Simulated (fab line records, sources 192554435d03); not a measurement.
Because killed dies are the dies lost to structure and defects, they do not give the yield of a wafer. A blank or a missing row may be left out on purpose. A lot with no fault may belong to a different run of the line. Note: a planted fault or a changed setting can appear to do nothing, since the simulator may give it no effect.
Chamber matching    flow n5-finfet    N5_BEOL_M5_CURE_80 on uv-cure-02: 3 sister chambers
The step cures SiCOH lowk, time 120 s. 6 wafers are shown with their chamber, then 11 later ones without.

== WAFERS PAIRED WITH THEIR CHAMBERS ==
wafer   chamber  wafer_temp_C_max  lamp-power-pct (%)
L081.5  2        371.6             52.25
L086.2  0        371.9             52.36
L086.3  0        372.0             52.35
L087.3  1        372.4             52.28
L087.4  1        373.2             52.32
L090.3  2        371.2             52.37

== WAFERS WHOSE CHAMBER IS MISSING ==
wafer   wafer_temp_C_max  lamp-power-pct (%)
L090.4  371.4             52.37
L090.6  371.8             52.28
L092.2  371.9             52.25
L092.3  371.4             52.29
L092.4  371.5             52.36
L096.1  372.6             52.40
L096.2  371.8             52.31
L096.4  372.7             52.29
L096.3  372.4             52.32
L096.5  372.6             52.33
L096.6  372.1             52.37

== THE CHAMBER EACH PASSED THROUGH ==
wafer   from the rows above           in truth
L090.4  can't be placed: 2 or 0       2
L090.6  can't be placed: 2 or 0 or 1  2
L092.2  can't be placed: 2 or 0 or 1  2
L092.3  can't be placed: 2 or 0       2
L092.4  can't be placed: 2 or 0       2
L096.1  can't be placed: 0 or 1 or 2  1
L096.2  can't be placed: 0 or 2 or 1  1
L096.4  1                             1
L096.3  can't be placed: 1 or 0 or 2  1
L096.5  can't be placed: 1 or 0       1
L096.6  can't be placed: 0 or 2 or 1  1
Correctly placed: 1 of 11. These rows do not allow placing 10 (true chamber among the candidates in 10). 0 placed wrongly.
How it was worked out, from the rows above alone: a wafer's distance from a chamber is the root of the sum, over the readings, of the square of ((its reading less the chamber's mean) divided by the reading's scatter). The wafer belongs to the nearest chamber; if the next one is less than 2 further off, it can't be placed. Each chamber's mean is taken over the wafers shown for it. How the scatter is found: for the shown wafers, subtract from each reading the mean of its chamber, square and add these, divide the total by (wafers less chambers), then take the root.
